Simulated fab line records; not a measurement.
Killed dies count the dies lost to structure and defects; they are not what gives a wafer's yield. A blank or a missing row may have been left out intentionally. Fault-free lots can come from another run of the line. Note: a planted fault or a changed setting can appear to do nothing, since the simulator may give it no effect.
Chamber matching + flow n5 finfet + N5_BEOL_M15_ETCH_59 on rie diel-01: 4 sister chambers
The step etches BARC in N2/H2, target depth 89 nm, overetch 26.7 nm, time 67.9 s. 4 wafers are shown with their chamber, then 10 later ones without.

## WAFERS WITH THEIR CHAMBER
| wafer  | chamber | showerhead plenum p Torr (Torr) |
|--------|---------|---------------------------------|
| L086.3 | 3       | 2.61                            |
| L090.5 | 0       | 2.67                            |
| L093.1 | 2       | 2.41                            |
| L093.3 | 1       | 2.62                            |

## WAFERS WHOSE CHAMBER IS MISSING
| wafer  | showerhead plenum p Torr (Torr) |
|--------|---------------------------------|
| L093.6 | 2.41                            |
| L095.1 | 2.62                            |
| L095.3 | 2.41                            |
| L095.4 | 2.61                            |
| L094.2 | 2.41                            |
| L094.3 | 2.61                            |
| L094.5 | 2.62                            |
| L096.1 | 2.60                            |
| L096.3 | 2.41                            |
| L096.5 | 2.41                            |

## WHICH CHAMBER EACH WENT THROUGH
| wafer  | from the rows above | in truth |
|--------|---------------------|----------|
| L093.6 | 2                   | 2        |
| L095.1 | 1                   | 1        |
| L095.3 | 2                   | 2        |
| L095.4 | 3                   | 3        |
| L094.2 | 2                   | 2        |
| L094.3 | 3                   | 3        |
| L094.5 | 1                   | 1        |
| L096.1 | 3                   | 3        |
| L096.3 | 2                   | 2        |
| L096.5 | 2                   | 2        |
10 of 10 placed correctly. Number that these rows cannot place: 0. Placed wrongly: 0.
How it was worked out, from the rows above alone: a wafer's distance from a chamber is the root of the sum, over the readings, of the square of ((its reading less the chamber's mean) divided by the reading's scatter). The wafer belongs to the nearest chamber; if the next one is less than 2 further off, it can't be placed. For every chamber, the mean is computed from those of its wafers that are shown. The scatter: with one shown wafer a chamber, the root of the mean of the squares of how far each hidden wafer lies from its nearest shown one.
